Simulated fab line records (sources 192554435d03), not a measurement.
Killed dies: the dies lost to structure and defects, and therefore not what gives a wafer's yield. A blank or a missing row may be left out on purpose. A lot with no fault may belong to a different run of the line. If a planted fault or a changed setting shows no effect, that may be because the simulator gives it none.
Matching of chambers | flow n5 finfet | pecvd-02 running N5_BEOL_M4_ILD_DEP_00: 3 sister chambers
The step deposits SiOC from DEMS/O2, target thk 79 nm, time 15.3 s. 3 wafers are shown with their chamber, then 7 later ones without.

WAFERS WITH THEIR CHAMBER
wafer  | chamber | throttle valve pct (%)
L084.2 | 2       | 12.2
L086.1 | 1       | 11.7
L086.3 | 0       | 11.6

WAFERS WHOSE CHAMBER IS MISSING
wafer  | throttle valve pct (%)
L086.5 | 12.1
L087.1 | 11.8
L087.5 | 11.7
L087.6 | 11.7
L094.1 | 11.8
L094.5 | 11.9
L094.6 | 11.6

WHICH CHAMBER EACH WENT THROUGH
wafer  | from the rows above          | in truth
L086.5 | 2                            | 2
L087.1 | can't be placed: 1 or 0      | 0
L087.5 | can't be placed: 1 or 0      | 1
L087.6 | can't be placed: 1 or 0      | 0
L094.1 | can't be placed: 1 or 0      | 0
L094.5 | can't be placed: 1 or 2 or 0 | 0
L094.6 | can't be placed: 0 or 1      | 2
Correctly placed: 1 of 7. From these rows, 6 cannot be placed; in 5 the true chamber is one of the candidates. Number placed wrongly: 0.
How it was worked out, from the rows above alone: a wafer's distance from a chamber is the root of the sum, over the readings, of the square of ((its reading less the chamber's mean) divided by the reading's scatter). If the next closest chamber is less than 2 further off than the closest, the wafer can't be placed; otherwise it belongs to the closest. Each chamber's mean is taken over the wafers shown for it. The scatter (one wafer shown for each chamber): square how far every hidden wafer sits from the nearest shown wafer, average those squares and take the square root.
